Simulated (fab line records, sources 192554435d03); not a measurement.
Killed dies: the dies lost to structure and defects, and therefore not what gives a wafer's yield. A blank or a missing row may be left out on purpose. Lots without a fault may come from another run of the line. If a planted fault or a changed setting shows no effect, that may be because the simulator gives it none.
Comparing a struck lot with a sound one | flow n5 finfet | 33 out of 1938 route steps
Sound: wafers L487.2, L487.3, L487.6. Wafers struck: L488.2, L488.5, L488.6. The cause is named last.
For every step that has rows: the tool of each side, followed by ch and its chambers, followed by its first start. Under that, the readings that differ: sound wafers | struck wafers | difference of the means | sigmas: that difference in standard deviations of wafers without a fault.
alike: same words and numbers on both sides, and readings whose means sit less than 2 such deviations apart. not compared: any withheld reading, any reading some wafer has no value for, any bound like >300 that may hide the same value, and any number with overlapping values for which the record gives no deviation.
Wherever a step has rows on one side only, a row that says differs or no value, or a row with sigmas, the two part there. Numbers that have no deviation but don't overlap get no sigmas and don't part them. Lack of a reading on every wafer of one side parts them only where that side has two or more wafers.

first, 9 steps without rows for these wafers: N5_SD_EPI_P_DESCUM_14 (chemistry O2, time 7.9 s); N5_SD_EPI_P_ETCH_36 (etches SiARC in CF4, target depth 45.5 nm, time 75.8 s); N5_SD_EPI_P_ETCH_37 (etches SOC in N2/H2, overetch 108 nm, time 486 s); N5_SD_EPI_P_STRIP_38 (strips in N2/H2); N5_SD_EPI_P_ETCHBACK_46 (etches SiNx in CH3F/O2, stops on SiO2, target depth 17.5 nm); N5_SD_EPI_P_ETCH_47 (etches SiOCN in CH3F/O2, target depth 25 nm); N5_SD_EPI_P_ETCH_16 (etches SiO2 in CHF3/O2, target depth 5 nm); N5_SD_EPI_P_STRIP_50 (strips in CHF3/O2); N5_SD_EPI_P_SD_RECESS_17 (chemistry HBr/Cl2/O2, target depth 39.1 nm, bt time 3 s).
N5_SD_EPI_P_WET_ETCH_45: etches SiO2 in dHF, time 10.7 s, target depth 2 nm, rinse time 30 s.
  sound on wet bench-04 ch 0,1,6, day 6 05:32; struck on wet bench-04 ch 4,5,6, day 6 11:38
  no value came back on the struck wafers for rinse temp c (C), rinse time s (s); on the sound wafers rinse temp c (C) reads 23.20 22.74 22.96
then, 22 steps without rows for these wafers: N5_SD_EPI_P_STRIP_40 (strips in N2/H2); N5_SD_EPI_P_PRECLEAN_52 (cleans in O3/DIW, time 60 s); N5_SD_EPI_P_SRD_20 (time 30 s); N5_SD_EPI_P_PRECLEAN_51 (cleans in NF3:NH3, afs cycles 1, time 20 s, sublimation time 60 s); N5_SD_EPI_P_VAPOR_ETCH_44 (etches SiGe30 in NF3/Ar, time 3.3 s); N5_SD_EPI_P_EPI_21 (deposits SiGe:B, time 355 s); N5_SD_EPI_P_HM_STRIP_48 (strips SiNx in H3PO4, material SiNx, target depth 3 nm); N5_SD_EPI_P_SRD_49 (time 30 s); N5_SD_EPI_P_PRECLEAN_24 (cleans in O3/DIW, time 45 s); N5_SD_EPI_P_PRECLEAN_32 (cleans in dHF, time 10 s); N5_SD_EPI_P_PRECLEAN_33 (cleans in SC2, time 45 s); N5_SD_EPI_P_SRD_25 (time 30 s); N5_SD_ACTIVATION_RTA_00 (time 0 s); N5_SD_ACTIVATION_LSA_01 (time 0.0008 s); N5_ILD0_LINER_00 (material SiNx, target thk 4 nm, pulse time 1 s, purge time 2 s); N5_ILD0_FCVD_FILL_01 (material SiO2 flowable, target thk 200 nm, time 328.3 s); N5_ILD0_CURE_02 (time 1800 s); N5_ILD0_CMP_03 (polishes, stops on SiNx, t overpolish 1.9 s, target thk 197.38 nm); N5_ILD0_CMP_07 (polishes SiO2 flowable, stops on poly-Si, t overpolish 1.18 s, target thk 138.88 nm); N5_ILD0_PRECLEAN_10 (cleans in NF3:NH3, afs cycles 5, time 20 s, sublimation time 60 s); N5_ILD0_ALD_15 (deposits SiNx, target thk 24 nm, pulse time 1 s, ald cycles 480); N5_ILD0_CMP_12 (polishes SiNx, stops on poly-Si, t overpolish 6 s, target thk 17.67 nm).
-- the record jumps here: 5 days lie between the struck wafers' starts before and after (it left off in module ILD0 and takes up again in module BEOL_M4, whose first step shown is number 1111 of the route) --
N5_BEOL_M4_RC_MEAS_101:
  sound on prober-02 ch 0, day 12 00:50; struck on prober-01 ch 0, day 11 17:28
  reading             | sound                      | struck                    | difference | sigmas
  IOFF_P_LONG (nA/um) | 0.000105 0.000108 0.000108 | 0.000117 0.00012 0.000128 | +0.000015  | +2
  alike: DIBL_N, DIBL_P, IOFF_N, IOFF_P, ION_N, ION_P, SS_N, SS_P, VT_N, VT_P

## WHERE THEY PART
First at N5_SD_EPI_P_WET_ETCH_45; last, within this record, at N5_BEOL_M4_RC_MEAS_101.

WHY: what the simulator had put in
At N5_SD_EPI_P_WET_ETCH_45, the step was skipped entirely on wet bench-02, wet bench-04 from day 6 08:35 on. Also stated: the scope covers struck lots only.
